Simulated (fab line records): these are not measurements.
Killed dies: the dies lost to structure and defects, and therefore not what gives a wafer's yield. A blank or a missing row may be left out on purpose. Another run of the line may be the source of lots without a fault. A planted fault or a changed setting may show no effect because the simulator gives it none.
Chamber matching -- flow n5 finfet -- pecvd-01 running N5_FIN_SAQP_PECVD_48: 3 sister chambers
The step deposits SiNx from SiH4/NH3/N2, target thk 25 nm, time 22.1 s. 6 wafers are shown with their chamber, then 10 later ones without.

WAFERS PAIRED WITH THEIR CHAMBERS
wafer,chamber,throttle valve pct (%),showerhead plenum p Torr (Torr)
L078.5,2,39.1,5.20
L078.6,1,44.7,5.22
L080.1,1,44.8,5.22
L080.6,0,42.1,5.07
L087.1,2,39.2,5.20
L087.5,0,42.2,5.06

WAFERS WITH NO CHAMBER GIVEN
wafer,throttle valve pct (%),showerhead plenum p Torr (Torr)
L087.6,39.2,5.22
L093.4,44.9,5.22
L093.5,39.1,5.20
L093.6,42.3,5.07
L094.2,39.2,5.21
L094.4,39.4,5.21
L094.5,42.0,5.06
L095.1,42.4,5.07
L095.3,39.3,5.21
L095.6,39.3,5.22

WHICH CHAMBER EACH ONE RAN IN
wafer,from the rows above,in truth
L087.6,2,2
L093.4,1,1
L093.5,2,2
L093.6,0,0
L094.2,2,2
L094.4,2,2
L094.5,0,0
L095.1,0,0
L095.3,2,2
L095.6,2,2
Correctly placed: 10 of 10. From these rows, 0 cannot be placed. 0 placed wrongly.
How it was worked out, from the rows above alone: a wafer's distance from a chamber is the root of the sum, over the readings, of the square of ((its reading less the chamber's mean) divided by the reading's scatter). If the next closest chamber is less than 2 further off than the closest, the wafer can't be placed; otherwise it belongs to the closest. For every chamber, the mean is computed from those of its wafers that are shown. The scatter: take each reading less its chamber's mean, square it, sum over the shown wafers, divide by the number of wafers less the number of chambers, and take the root.
